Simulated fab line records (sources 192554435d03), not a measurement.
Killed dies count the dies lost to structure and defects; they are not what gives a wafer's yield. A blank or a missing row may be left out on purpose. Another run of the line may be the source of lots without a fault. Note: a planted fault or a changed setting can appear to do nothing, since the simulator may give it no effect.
Which tool is to blame? | flow n5-finfet | 14 lots, 42 wafers sampled, at 4 steps of a route of 1938

WHAT THE GAUGES READ, wafer by wafer
N5_BEOL_M15_INSPECT_55: inspects for defects (darkfield).
lot  | measured     | on                | raw-defect-count
L391 | day 12 07:55 | defect-inspect-01 | 49 47 50
L388 | day 12 07:56 | defect-inspect-01 | 54 65 83
L389 | day 12 19:44 | defect-inspect-01 | 68 86 104
L393 | day 13 02:04 | defect-inspect-01 | 108 57 119
L392 | day 13 07:14 | defect-inspect-01 | 46 70 61
L396 | day 14 10:58 | defect-inspect-01 | 85 71 90
L395 | day 14 08:26 | defect-inspect-02 | 73 71 69
L397 | day 14 11:31 | defect-inspect-01 | 86 104 96
L398 | day 14 16:16 | defect-inspect-02 | 35 55 44
L399 | day 15 00:10 | defect-inspect-02 | 41 38 70
L401 | day 15 10:59 | defect-inspect-01 | 49 45 65
L402 | day 15 11:28 | defect-inspect-02 | 62 46 59
L406 | day 16 19:52 | defect-inspect-02 | 69 45 61
L410 | day 17 13:15 | defect-inspect-02 | 68 51 69

N5_BEOL_M15_RC_MEAS_101.
lot  | measured     | on        | COMB_M10 (S/m)             | COMB_M10_max_site (S/m) | COMB_M11 (S/m)             | COMB_M12 (S/m)          | COMB_M13 (S/m)          | COMB_M14 (S/m)          | COMB_M15 (S/m)          | COMB_M5 (S/m)           | COMB_M6 (S/m)           | COMB_M7 (S/m)           | COMB_M8 (S/m)           | COMB_M9 (S/m)           | COMB_M9_max_site (S/m)  | SERP_M10 (ohm/um)    | SERP_M10_max_site (ohm/um) | SERP_M11 (ohm/um) | SERP_M12 (ohm/um) | SERP_M13 (ohm/um) | SERP_M14 (ohm/um) | SERP_M5 (ohm/um) | SERP_M6 (ohm/um) | SERP_M7 (ohm/um) | SERP_M8 (ohm/um) | SERP_M9 (ohm/um)
L391 | day 12 07:56 | prober-01 | 1.82e-11 1.48e-11 1.31e-11 | 2.6e-11 1.9e-11 1.6e-11 | 1.62e-11 1.79e-11 1.64e-11 | 6.9e-12 6.4e-12 5.7e-12 | 2.7e-12 4.8e-12 4.4e-12 | 4.8e-12 2.9e-12 2.4e-12 | 1.8e-12 1.9e-12 1.7e-12 | 3.2e-11 4.4e-11 3.6e-11 | 2.3e-11 2.3e-11 2.7e-11 | 3.2e-11 2.8e-11 2.4e-11 | 2.9e-11 2.3e-11 2.5e-11 | 1.5e-11 1.7e-11 1.2e-11 | 1.8e-11 2.7e-11 1.7e-11 | 3.14 3.14 3.14       | 3.26 3.21 3.19             | 3.07 2.95 3.08    | 0.637 0.653 0.647 | 0.307 0.304 0.312 | 0.161 0.162 0.160 | 37.1 38.9 37.3   | 13.5 13.8 13.9   | 13.4 13.7 13.5   | 13.4 13.2 12.3   | 3.12 2.91 3.03
L388 | day 12 08:16 | prober-02 | 1.23e-11 1.56e-11 1.38e-11 | 1.8e-11 2.4e-11 2.1e-11 | 1.49e-11 1.59e-11 1.74e-11 | 8e-12 6e-12 5.4e-12     | 5.2e-12 4.3e-12 4.4e-12 | 3.5e-12 3.7e-12 4.2e-12 | 4e-12 3.2e-12 3e-12     | 3.7e-11 2.6e-11 2.9e-11 | 1.9e-11 1.9e-11 1.9e-11 | 2.2e-11 2.5e-11 3.4e-11 | 2.4e-11 2.6e-11 1.8e-11 | 1.8e-11 1.7e-11 1.9e-11 | 2.4e-11 2.3e-11 2.3e-11 | 3.00 3.14 3.06       | 3.11 3.26 3.27             | 3.25 3.08 3.20    | 0.631 0.647 0.633 | 0.309 0.311 0.319 | 0.166 0.163 0.160 | 37.4 40.0 41.0   | 13.8 14.0 13.9   | 13.2 13.8 13.8   | 12.8 13.6 13.5   | 3.00 3.10 2.97
L389 | day 12 19:46 | prober-02 | 1.83e-11 2.03e-11 1.87e-11 | 2.1e-11 2.4e-11 2.8e-11 | 1.27e-11 1.21e-11 1.94e-11 | 5.8e-12 7.3e-12 6.2e-12 | 7.5e-12 7.7e-12 5.4e-12 | 4.1e-12 4.8e-12 4.5e-12 | 3.3e-12 5.3e-12 3.6e-12 | 5.1e-11 3.4e-11 5.2e-11 | 2.4e-11 2.6e-11 1.9e-11 | 2.7e-11 2.8e-11 3.8e-11 | 2.3e-11 2.1e-11 2.3e-11 | 1.9e-11 1.8e-11 1.5e-11 | 3.4e-11 2.5e-11 2.2e-11 | 3.10 3.11 3.18       | 3.18 3.22 3.28             | 3.00 2.99 2.93    | 0.651 0.637 0.649 | 0.317 0.310 0.304 | 0.160 0.163 0.163 | 37.3 35.8 37.3   | 14.3 13.9 13.7   | 15.3 14.3 14.4   | 13.2 13.5 13.9   | 3.02 2.91 3.05
L393 | day 13 02:05 | prober-02 | 1.47e-11 1.84e-11 1.32e-11 | 2e-11 2.7e-11 1.8e-11   | 1.08e-11 1.39e-11 1.21e-11 | 8.4e-12 6.7e-12 8.1e-12 | 5.8e-12 6.6e-12 6.1e-12 | 3.7e-12 4.2e-12 5.8e-12 | 2.9e-12 2.5e-12 2.2e-12 | 3.2e-11 3.3e-11 3.3e-11 | 2.5e-11 2e-11 3.4e-11   | 2.7e-11 2.3e-11 1.8e-11 | 3.2e-11 3.3e-11 3.5e-11 | 2e-11 1.4e-11 1.3e-11   | 2.7e-11 1.8e-11 1.7e-11 | 2.99 3.15 2.96       | 3.12 3.25 3.03             | 2.99 3.09 3.10    | 0.642 0.630 0.625 | 0.319 0.314 0.308 | 0.166 0.163 0.163 | 41.0 38.3 39.0   | 13.5 14.1 13.6   | 12.9 13.5 13.7   | 14.5 13.4 13.8   | 3.06 2.94 3.02
L392 | day 13 07:25 | prober-02 | 1.28e-11 1.8e-11 1.43e-11  | 2e-11 2.2e-11 1.8e-11   | 1.52e-11 1.35e-11 1.38e-11 | 6.2e-12 7.4e-12 6.3e-12 | 8.7e-12 6.9e-12 5.4e-12 | 4.8e-12 4.2e-12 4.7e-12 | 3.4e-12 3.3e-12 2.8e-12 | 2.8e-11 3.3e-11 4e-11   | 2.3e-11 2.7e-11 2.7e-11 | 2.9e-11 2.5e-11 2.7e-11 | 2.8e-11 3.8e-11 3e-11   | 1.7e-11 1.4e-11 1.3e-11 | 2.6e-11 1.8e-11 2.8e-11 | 3.07 2.95 3.00       | 3.11 3.09 3.13             | 3.00 2.96 3.03    | 0.644 0.641 0.632 | 0.311 0.311 0.302 | 0.164 0.158 0.159 | 37.5 40.9 36.9   | 13.7 13.6 13.0   | 14.2 13.9 14.1   | 13.8 13.3 14.5   | 3.15 3.15 3.10
L396 | day 14 10:59 | prober-02 | 1.35e-11 1.77e-11 2.2e-11  | 1.8e-11 2.2e-11 2.9e-11 | 1.46e-11 1.24e-11 1.61e-11 | 6e-12 7.7e-12 6.9e-12   | 5.7e-12 6.4e-12 5.3e-12 | 4e-12 4.2e-12 3.6e-12   | 3.7e-12 3.7e-12 4.5e-12 | 3.3e-11 3.6e-11 3e-11   | 2.9e-11 2.7e-11 2.5e-11 | 3.2e-11 2.5e-11 3.3e-11 | 2.7e-11 2.7e-11 3e-11   | 2.3e-11 1.9e-11 1.7e-11 | 2.9e-11 2.4e-11 2.8e-11 | 3.01 3.06 3.12       | 3.05 3.16 3.18             | 3.26 3.11 3.19    | 0.639 0.636 0.645 | 0.305 0.308 0.313 | 0.159 0.164 0.162 | 38.4 41.3 40.0   | 14.1 13.9 13.9   | 14.1 14.5 14.3   | 13.7 14.5 13.4   | 3.25 3.13 3.09
L395 | day 14 08:46 | prober-01 | 1.68e-11 1.25e-11 1.19e-11 | 2.7e-11 1.9e-11 2.7e-11 | 1.23e-11 1.45e-11 1.57e-11 | 5.3e-12 5.2e-12 3.7e-12 | 4.4e-12 3.2e-12 4.6e-12 | 4e-12 2.8e-12 2.5e-12   | 2.9e-12 1.9e-12 2.7e-12 | 2.4e-11 2.6e-11 2.5e-11 | 2.2e-11 2.3e-11 2.7e-11 | 2.2e-11 2e-11 2.2e-11   | 2.7e-11 2.8e-11 3.2e-11 | 1.3e-11 1.3e-11 1.5e-11 | 2.1e-11 1.8e-11 2.3e-11 | 3.07 3.09 3.24       | 3.18 3.17 3.33             | 3.14 3.04 3.19    | 0.622 0.633 0.612 | 0.312 0.300 0.313 | 0.160 0.158 0.157 | 39.2 38.5 38.5   | 13.3 13.7 13.7   | 14.3 14.8 14.5   | 13.3 14.3 13.9   | 3.10 3.19 3.15
L397 | day 14 11:32 | prober-01 | 1.46e-11 1.27e-11 1.52e-11 | 2.5e-11 1.8e-11 1.9e-11 | 1.7e-11 1.08e-11 1.8e-11   | 3.6e-12 7e-12 4.7e-12   | 4e-12 4.9e-12 4.5e-12   | 1.5e-12 2.5e-12 2.3e-12 | 1.7e-12 2.1e-12 1.8e-12 | 4e-11 4.2e-11 4.4e-11   | 2.4e-11 2.2e-11 2.6e-11 | 1.9e-11 2.3e-11 2.3e-11 | 1.7e-11 1.8e-11 1.3e-11 | 1.2e-11 1.3e-11 1.4e-11 | 1.4e-11 1.8e-11 1.6e-11 | 3.07 3.17 3.19       | 3.22 3.23 3.25             | 3.16 3.05 3.07    | 0.636 0.661 0.635 | 0.314 0.304 0.300 | 0.165 0.159 0.161 | 39.1 40.0 38.8   | 13.9 13.8 13.7   | 14.2 13.6 14.5   | 13.2 13.7 13.2   | 3.16 3.11 3.14
L398 | day 14 16:26 | prober-02 | 1.63e-11 1.55e-11 1.49e-11 | 2.8e-11 2.1e-11 3e-11   | 1.49e-11 1.51e-11 1.91e-11 | 5.6e-12 6.1e-12 6e-12   | 4.2e-12 4.3e-12 6.5e-12 | 3.6e-12 5.1e-12 3.1e-12 | 3.3e-12 3.4e-12 3.5e-12 | 3.8e-11 5e-11 3.7e-11   | 2.8e-11 2.4e-11 2.6e-11 | 3.3e-11 2.6e-11 2.2e-11 | 2.7e-11 3.1e-11 2.4e-11 | 1.3e-11 1.6e-11 2e-11   | 2e-11 2.3e-11 3.6e-11   | 3.09 3.25 3.21       | 3.17 3.28 3.29             | 3.10 3.16 3.11    | 0.660 0.663 0.676 | 0.303 0.305 0.302 | 0.160 0.165 0.158 | 40.7 40.6 37.8   | 14.1 14.1 14.4   | 13.6 14.1 13.7   | 13.4 12.9 13.5   | 3.09 3.12 3.18
L399 | day 15 00:20 | prober-02 | 1.54e-11 1.72e-11 1.7e-11  | 1.8e-11 2.3e-11 2.1e-11 | 1.26e-11 1.39e-11 1.94e-11 | 7.7e-12 7e-12 9e-12     | 7.9e-12 6.2e-12 6.6e-12 | 4.1e-12 4.4e-12 4.3e-12 | 3.3e-12 3.2e-12 3e-12   | 2.3e-11 2.5e-11 3.7e-11 | 2.6e-11 2.3e-11 2.1e-11 | 2.3e-11 3.2e-11 2.7e-11 | 2.9e-11 2.9e-11 2.9e-11 | 1.1e-11 1.2e-11 1.6e-11 | 2.2e-11 1.7e-11 2.4e-11 | 3.09 3.07 3.08       | 3.18 3.21 3.11             | 3.01 3.05 3.12    | 0.640 0.640 0.649 | 0.301 0.311 0.308 | 0.166 0.163 0.162 | 37.8 40.1 38.8   | 12.9 13.3 13.6   | 14.6 13.6 13.6   | 13.7 13.5 13.6   | 3.07 2.98 2.96
L401 | day 15 11:19 | prober-01 | 1.32e-11 1.59e-11 1.57e-11 | 2.6e-11 2.4e-11 2.2e-11 | 1.34e-11 1.38e-11 1.69e-11 | 6.9e-12 4.7e-12 4.6e-12 | 5.1e-12 3.7e-12 3.9e-12 | 2.2e-12 4.9e-12 3.4e-12 | 2.7e-12 2.3e-12 2.7e-12 | 4.9e-11 4.4e-11 3e-11   | 2.8e-11 2e-11 2.4e-11   | 2.2e-11 2.2e-11 2.6e-11 | 2.5e-11 2e-11 3e-11     | 2.3e-11 1.8e-11 1.6e-11 | 2.6e-11 1.9e-11 1.9e-11 | ~7142.9 3.15 3.07    | ~7142.9 3.20 3.12          | 2.96 3.12 3.06    | 0.637 0.633 0.631 | 0.310 0.304 0.302 | 0.162 0.164 0.162 | 37.9 37.5 39.0   | 14.6 15.0 13.0   | 13.1 13.8 13.9   | 13.9 14.0 13.7   | 2.97 3.15 3.05
L402 | day 15 11:30 | prober-02 | 1.32e-11 1.31e-11 1.12e-11 | 1.5e-11 2.2e-11 1.6e-11 | 1.8e-11 1.5e-11 1.24e-11   | 7.3e-12 6.6e-12 6.6e-12 | 4.5e-12 4.4e-12 6.5e-12 | 4.8e-12 5e-12 5.8e-12   | 2.6e-12 2.5e-12 2.3e-12 | 3.9e-11 3.1e-11 2.6e-11 | 3.6e-11 2.4e-11 3.1e-11 | 3.1e-11 2.9e-11 2.1e-11 | 2.8e-11 2.2e-11 2.3e-11 | 1.6e-11 1.9e-11 1.1e-11 | 2.4e-11 2.4e-11 1.5e-11 | ~7142.9 ~7142.9 3.15 | ~7142.9 ~7142.9 3.21       | 2.94 3.02 2.90    | 0.637 0.632 0.629 | 0.307 0.314 0.302 | 0.162 0.163 0.166 | 39.2 38.6 39.7   | 14.4 13.4 13.6   | 13.6 14.3 14.2   | 14.1 13.9 13.8   | 3.13 3.00 3.18
L406 | day 16 19:53 | prober-01 | 8.2e-12 1.47e-11 1.45e-11  | 1.4e-11 2.3e-11 2e-11   | 1.33e-11 1.46e-11 1.54e-11 | 5.1e-12 7.9e-12 8.7e-12 | 8e-12 6.9e-12 4e-12     | 5e-12 3.2e-12 2.9e-12   | 3e-12 2.2e-12 2.8e-12   | 3.3e-11 4.3e-11 5.2e-11 | 3.2e-11 2.4e-11 2e-11   | 3e-11 1.9e-11 3.5e-11   | 2.1e-11 2.7e-11 3.1e-11 | 2.1e-11 1.5e-11 1.7e-11 | 2.8e-11 2.4e-11 2.6e-11 | 3.09 3.08 3.05       | 3.17 3.16 3.12             | 3.13 3.11 3.14    | 0.650 0.654 0.651 | 0.301 0.315 0.314 | 0.156 0.161 0.166 | 40.0 42.1 41.1   | 14.9 13.9 14.3   | 13.7 14.3 13.7   | 14.2 14.0 13.6   | 3.10 3.16 3.14
L410 | day 17 13:16 | prober-01 | 1.43e-11 1.29e-11 1.17e-11 | 2.8e-11 2e-11 1.7e-11   | 1.46e-11 1.58e-11 1.56e-11 | 5.7e-12 7.6e-12 5.3e-12 | 5e-12 4.4e-12 3.4e-12   | 4e-12 3.7e-12 4.7e-12   | 2.5e-12 1.6e-12 3.9e-12 | 4.2e-11 6.1e-11 4.4e-11 | 4.7e-11 3.3e-11 3.2e-11 | 2.2e-11 2.1e-11 2.6e-11 | 2.6e-11 2.8e-11 2.7e-11 | 1.7e-11 1.3e-11 1.3e-11 | 2.4e-11 1.8e-11 1.8e-11 | 3.16 3.08 3.14       | 3.21 3.21 3.18             | 2.90 3.11 3.05    | 0.653 0.624 0.622 | 0.308 0.306 0.303 | 0.163 0.156 0.165 | 37.1 39.8 42.2   | 14.3 13.8 14.0   | 14.4 14.5 14.0   | 14.1 14.2 14.2   | 3.17 3.05 3.09

WHAT TOOL EACH LOT RAN ON (gives the tool, then ch and the chambers of the sampled wafers, and finally the start)
lot  | N5_BEOL_M10_SPUTTER_48       | N5_BEOL_M15_DEGAS_41
L391 | pvd-sputter-03, day 10 21:27 | pvd-sputter-03, day 12 06:34
L388 | pvd-sputter-02, day 11 02:14 | pvd-sputter-02, day 12 06:35
L389 | pvd-sputter-02, day 11 12:38 | pvd-sputter-03, day 12 18:14
L393 | pvd-sputter-02, day 11 15:22 | pvd-sputter-01, day 13 00:43
L392 | pvd-sputter-01, day 11 19:40 | pvd-sputter-02, day 13 05:53
L396 | pvd-sputter-03, day 12 18:33 | pvd-sputter-03, day 14 09:20
L395 | pvd-sputter-03, day 12 20:45 | pvd-sputter-03, day 14 06:58
L397 | pvd-sputter-03, day 12 21:50 | pvd-sputter-03, day 14 10:01
L398 | pvd-sputter-02, day 13 01:20 | pvd-sputter-03, day 14 14:55
L399 | pvd-sputter-02, day 13 11:38 | pvd-sputter-01, day 14 22:49
L401 | pvd-sputter-03, day 13 23:01 | pvd-sputter-03, day 15 09:21
L402 | pvd-sputter-03, day 14 00:05 | pvd-sputter-01, day 15 09:53
L406 | pvd-sputter-02, day 15 07:25 | pvd-sputter-01, day 16 18:28
L410 | pvd-sputter-01, day 16 02:31 | pvd-sputter-03, day 17 11:38
- N5_BEOL_M10_SPUTTER_48: material Cu, target thk 12 nm, time 2 s.
- N5_BEOL_M15_DEGAS_41: time 60 s.

WHAT THE TOOLS THEMSELVES READ (means of the sampled wafers that have a number; where no wafer has one, the mark that the record gives instead)
N5_BEOL_M10_SPUTTER_48.
lot  | tool           | throttle-valve-pct (%)
L391 | pvd-sputter-03 | 30.0
L388 | pvd-sputter-02 | 29.8
L389 | pvd-sputter-02 | 29.1
L393 | pvd-sputter-02 | 29.3
L392 | pvd-sputter-01 | 29.8
L396 | pvd-sputter-03 | 29.8
L395 | pvd-sputter-03 | 29.7
L397 | pvd-sputter-03 | 29.5
L398 | pvd-sputter-02 | 29.4
L399 | pvd-sputter-02 | 29.8
L401 | pvd-sputter-03 | 29.4
L402 | pvd-sputter-03 | 29.6
L406 | pvd-sputter-02 | 29.9
L410 | pvd-sputter-01 | 30.2

N5_BEOL_M15_DEGAS_41.
lot  | tool           | heater-power-w (W)
L391 | pvd-sputter-03 | 447
L388 | pvd-sputter-02 | 474
L389 | pvd-sputter-03 | 453
L393 | pvd-sputter-01 | 419
L392 | pvd-sputter-02 | 472
L396 | pvd-sputter-03 | 490
L395 | pvd-sputter-03 | 471
L397 | pvd-sputter-03 | 483
L398 | pvd-sputter-03 | 483
L399 | pvd-sputter-01 | 444
L401 | pvd-sputter-03 | 467
L402 | pvd-sputter-01 | 419
L406 | pvd-sputter-01 | 423
L410 | pvd-sputter-03 | 452

THE ANSWER, worked out from the rows above alone
Rule: the lots themselves supply what counts as usual. The widest of any qualifying gaps counts: lots, ordered by their means at a reading, are off when they make up no more than a third of the lots, leave a main group of 4 or more, and stand apart from it by 3 or more times the standard deviation of that group's means. A main group is skipped when, at the precision printed for the reading in the tables above, its means are all equal. Also off: a lot with no number at a reading for which 4 or more lots have one. Where the step has rows for the other lots, those lots are counted as sound. The gauges are gone through in route order, then the tools' own readings, and for those a lot's mean is taken as printed above. At the first step where some lot is off, the reading lying furthest off is the one used; lots without a number count as furthest.
No lot is off on any of the readings shown, so nothing can be concluded from this.

WHAT THE SIMULATOR HAD PUT IN
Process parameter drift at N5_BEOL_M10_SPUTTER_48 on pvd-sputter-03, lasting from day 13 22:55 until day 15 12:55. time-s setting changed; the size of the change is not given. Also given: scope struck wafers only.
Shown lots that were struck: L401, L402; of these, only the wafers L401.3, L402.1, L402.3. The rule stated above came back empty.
